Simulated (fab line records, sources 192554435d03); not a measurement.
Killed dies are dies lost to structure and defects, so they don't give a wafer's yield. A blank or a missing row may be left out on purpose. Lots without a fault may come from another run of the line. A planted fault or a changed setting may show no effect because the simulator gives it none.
Chamber matching | flow n5_finfet | N5_BEOL_M2_STRIP_19 on rie_diel-04: 4 sister chambers
The step strips in O2. 8 wafers are shown with their chamber, then 7 later ones without.

WAFERS WITH THEIR CHAMBER
wafer  | chamber | drypump_motor_current_A (A) | throttle_valve_pct (%)
L659.1 | 2       | 5.9                         | 16.8
L661.2 | 3       | 5.5                         | 16.3
L661.4 | 3       | 5.5                         | 16.3
L663.3 | 1       | 6.2                         | 17.1
L663.5 | 1       | 6.3                         | 17.1
L663.6 | 0       | 6.1                         | 16.2
L669.1 | 2       | 5.9                         | 16.9
L669.3 | 0       | 6.1                         | 16.3

WAFERS WITHOUT THEIR CHAMBER
wafer  | drypump_motor_current_A (A) | throttle_valve_pct (%)
L669.6 | 5.9                         | 16.9
L670.2 | 6.2                         | 17.2
L670.3 | 6.1                         | 16.3
L670.5 | 6.2                         | 17.2
L674.1 | 5.5                         | 16.4
L674.2 | 6.1                         | 16.3
L674.6 | 6.2                         | 17.2

WHICH CHAMBER EACH WENT THROUGH
wafer  | from the rows above | in truth
L669.6 | 2                   | 2
L670.2 | 1                   | 1
L670.3 | 0                   | 0
L670.5 | 1                   | 1
L674.1 | 3                   | 3
L674.2 | 0                   | 0
L674.6 | 1                   | 1
Placed correctly: 7 of 7. Can't be placed from these rows: 0. Placed wrongly: 0.
How it was worked out, from the rows above alone: a wafer's distance from a chamber is the root of the sum, over the readings, of the square of ((its reading less the chamber's mean) divided by the reading's scatter). The wafer belongs to the nearest chamber; if the next one is less than 2 further off, it can't be placed. A chamber's mean is the mean of its shown wafers. The scatter: the root of (the sum of the squares of (reading less its chamber's mean) over the shown wafers, divided by (wafers less chambers)).
